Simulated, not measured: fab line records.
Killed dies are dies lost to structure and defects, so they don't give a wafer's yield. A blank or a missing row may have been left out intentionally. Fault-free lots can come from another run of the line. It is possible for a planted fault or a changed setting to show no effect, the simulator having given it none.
What tool caused it? :: flow n5_finfet :: 11 lots, 32 wafers sampled, at 3 steps of a route of 1938

== WHAT THE GAUGES READ, wafer by wafer ==
N5_BEOL_M14_OCD_MEAS_35.
lot: L675
measured: day 12 07:54
on: ocd-02
trench_depth_nm (nm): 555 573 546

lot: L677
measured: day 12 14:21
on: ocd-01
trench_depth_nm (nm): 557 541 548

lot: L682
measured: day 13 20:28
on: ocd-02
trench_depth_nm (nm): 550 558 550

lot: L683
measured: day 13 20:31
on: ocd-01
trench_depth_nm (nm): 559 561 540

lot: L688
measured: day 15 21:05
on: ocd-02
trench_depth_nm (nm): 569 560 562

lot: L690
measured: day 16 14:07
on: ocd-02
trench_depth_nm (nm): 541 542 543

lot: L689
measured: day 16 14:50
on: ocd-02
trench_depth_nm (nm): 559 538 561

lot: L693
measured: day 17 02:29
on: ocd-02
trench_depth_nm (nm): 548 552 545

lot: L695
measured: day 17 13:41
on: ocd-02
trench_depth_nm (nm): 537 559

lot: L694
measured: day 17 16:53
on: ocd-02
trench_depth_nm (nm): 566 553 536

lot: L697
measured: day 17 22:05
on: ocd-01
trench_depth_nm (nm): 550 556 555

N5_BEOL_M14_THK_MEAS_50: measures by xrf.
lot: L675
measured: day 12 11:40
on: film_metro-02
M14_THK (nm): 551 567 541

lot: L677
measured: day 12 18:20
on: film_metro-01
M14_THK (nm): 550 535 540

lot: L682
measured: day 13 22:22
on: film_metro-02
M14_THK (nm): 548 555 548

lot: L683
measured: day 14 02:37
on: film_metro-02
M14_THK (nm): 552 554 530

lot: L688
measured: day 15 23:47
on: film_metro-01
M14_THK (nm): 564 554 557

lot: L690
measured: day 16 17:28
on: film_metro-02
M14_THK (nm): 533 533 534

lot: L689
measured: day 16 18:51
on: film_metro-01
M14_THK (nm): 554 531 555

lot: L693
measured: day 17 04:36
on: film_metro-01
M14_THK (nm): 552 558 551

lot: L695
measured: day 17 19:22
on: film_metro-02
M14_THK (nm): 523 545

lot: L694
measured: day 17 19:22
on: film_metro-01
M14_THK (nm): 567 555 539

lot: L697
measured: day 18 03:26
on: film_metro-02
M14_THK (nm): 540 545 542

== EACH LOT AND THE TOOL THAT RAN IT (in order: tool; ch and the chambers of the sampled wafers; start) ==
lot: L675
N5_BEOL_M14_CMP_49: cmp-01 ch 1,2,3, day 12 11:22

lot: L677
N5_BEOL_M14_CMP_49: cmp-02 ch 1,2,3, day 12 18:04

lot: L682
N5_BEOL_M14_CMP_49: cmp-01 ch 0,1,2, day 13 22:10

lot: L683
N5_BEOL_M14_CMP_49: cmp-01 ch 1,2,3, day 14 02:22

lot: L688
N5_BEOL_M14_CMP_49: cmp-01 ch 0,3, day 15 23:32

lot: L690
N5_BEOL_M14_CMP_49: cmp-02 ch 0,1,3, day 16 17:10

lot: L689
N5_BEOL_M14_CMP_49: cmp-04 ch 0,1,3, day 16 18:38

lot: L693
N5_BEOL_M14_CMP_49: cmp-04 ch 1,2,3, day 17 04:23

lot: L695
N5_BEOL_M14_CMP_49: cmp-02 ch 3, day 17 19:04

lot: L694
N5_BEOL_M14_CMP_49: cmp-04 ch 0,2,3, day 17 19:05

lot: L697
N5_BEOL_M14_CMP_49: cmp-01 ch 0,2,3, day 18 03:11
- N5_BEOL_M14_CMP_49: polishes, stops on SiO2, t overpolish 5.2 s, target thk 560 nm.

== AS READ BY THE TOOLS THEMSELVES (means over the sampled wafers that have a number; for cases with no such wafer, the mark the record gives instead) ==
N5_BEOL_M14_CMP_49.
lot: L675
tool: cmp-01
barrier_field_endpoint_s (s): 11.35
clearing_platen_rpm (rpm): 80.05
motor_current_A (A): 8.3
overpolish_run_s (s): 5.209
retaining_ring_pressure_frac: 0.998
slurry_flow_ml_min: 149.4
time_to_endpoint_s (s): 119

lot: L677
tool: cmp-02
barrier_field_endpoint_s (s): 11.24
clearing_platen_rpm (rpm): 80.00
motor_current_A (A): 7.9
overpolish_run_s (s): 5.207
retaining_ring_pressure_frac: 0.996
slurry_flow_ml_min: 149.9
time_to_endpoint_s (s): 120

lot: L682
tool: cmp-01
barrier_field_endpoint_s (s): 11.45
clearing_platen_rpm (rpm): 79.98
motor_current_A (A): 8.4
overpolish_run_s (s): 5.202
retaining_ring_pressure_frac: 1.001
slurry_flow_ml_min: 149.6
time_to_endpoint_s (s): 122

lot: L683
tool: cmp-01
barrier_field_endpoint_s (s): 11.63
clearing_platen_rpm (rpm): 79.97
motor_current_A (A): 8.6
overpolish_run_s (s): 5.206
retaining_ring_pressure_frac: 1.002
slurry_flow_ml_min: 149.9
time_to_endpoint_s (s): 124

lot: L688
tool: cmp-01
barrier_field_endpoint_s (s): 11.30
clearing_platen_rpm (rpm): 79.98
motor_current_A (A): 8.3
overpolish_run_s (s): 5.194
retaining_ring_pressure_frac: 0.999
slurry_flow_ml_min: 149.8
time_to_endpoint_s (s): 121

lot: L690
tool: cmp-02
barrier_field_endpoint_s (s): 11.34
clearing_platen_rpm (rpm): 79.96
motor_current_A (A): 7.6
overpolish_run_s (s): 5.202
retaining_ring_pressure_frac: 1.004
slurry_flow_ml_min: 150.3
time_to_endpoint_s (s): 120

lot: L689
tool: cmp-04
barrier_field_endpoint_s (s): 11.25
clearing_platen_rpm (rpm): 79.98
motor_current_A (A): 7.9
overpolish_run_s (s): 5.192
retaining_ring_pressure_frac: 1.000
slurry_flow_ml_min: 150.0
time_to_endpoint_s (s): 117

lot: L693
tool: cmp-04
barrier_field_endpoint_s (s): 11.07
clearing_platen_rpm (rpm): 80.00
motor_current_A (A): 8.0
overpolish_run_s (s): 5.201
retaining_ring_pressure_frac: 1.002
slurry_flow_ml_min: 149.9
time_to_endpoint_s (s): 117

lot: L695
tool: cmp-02
barrier_field_endpoint_s (s): 10.83
clearing_platen_rpm (rpm): 80.06
motor_current_A (A): 8.4
overpolish_run_s (s): 5.194
retaining_ring_pressure_frac: 0.994
slurry_flow_ml_min: 149.7
time_to_endpoint_s (s): 116

lot: L694
tool: cmp-04
barrier_field_endpoint_s (s): 11.55
clearing_platen_rpm (rpm): 79.98
motor_current_A (A): 8.1
overpolish_run_s (s): 5.199
retaining_ring_pressure_frac: 0.994
slurry_flow_ml_min: 150.0
time_to_endpoint_s (s): 121

lot: L697
tool: cmp-01
barrier_field_endpoint_s (s): 11.12
clearing_platen_rpm (rpm): 80.02
motor_current_A (A): 8.2
overpolish_run_s (s): 5.200
retaining_ring_pressure_frac: 1.003
slurry_flow_ml_min: 149.6
time_to_endpoint_s (s): 117

== THE ANSWER, worked out from the rows above alone ==
Rule: the lots themselves supply what counts as usual. The widest of any qualifying gaps counts: lots, ordered by their means at a reading, are off when they make up no more than a third of the lots, leave a main group of 4 or more, and stand apart from it by 3 or more times the standard deviation of that group's means. The tables above print the reading to a certain number of digits; a main group whose means all agree to those digits is not used. A lot without any number at a reading at which 4 lots or more have one is off too. All remaining lots with rows at the step are treated as sound. The gauges are gone through in route order, then the tools' own readings, and for those a lot's mean is taken as printed above. At the first step where some lot is off, the reading lying furthest off is the one used; lots without a number count as furthest.
Across all readings shown, no lot is off: no conclusion can be drawn from this.

== WHAT WAS PUT IN BY THE SIMULATOR ==
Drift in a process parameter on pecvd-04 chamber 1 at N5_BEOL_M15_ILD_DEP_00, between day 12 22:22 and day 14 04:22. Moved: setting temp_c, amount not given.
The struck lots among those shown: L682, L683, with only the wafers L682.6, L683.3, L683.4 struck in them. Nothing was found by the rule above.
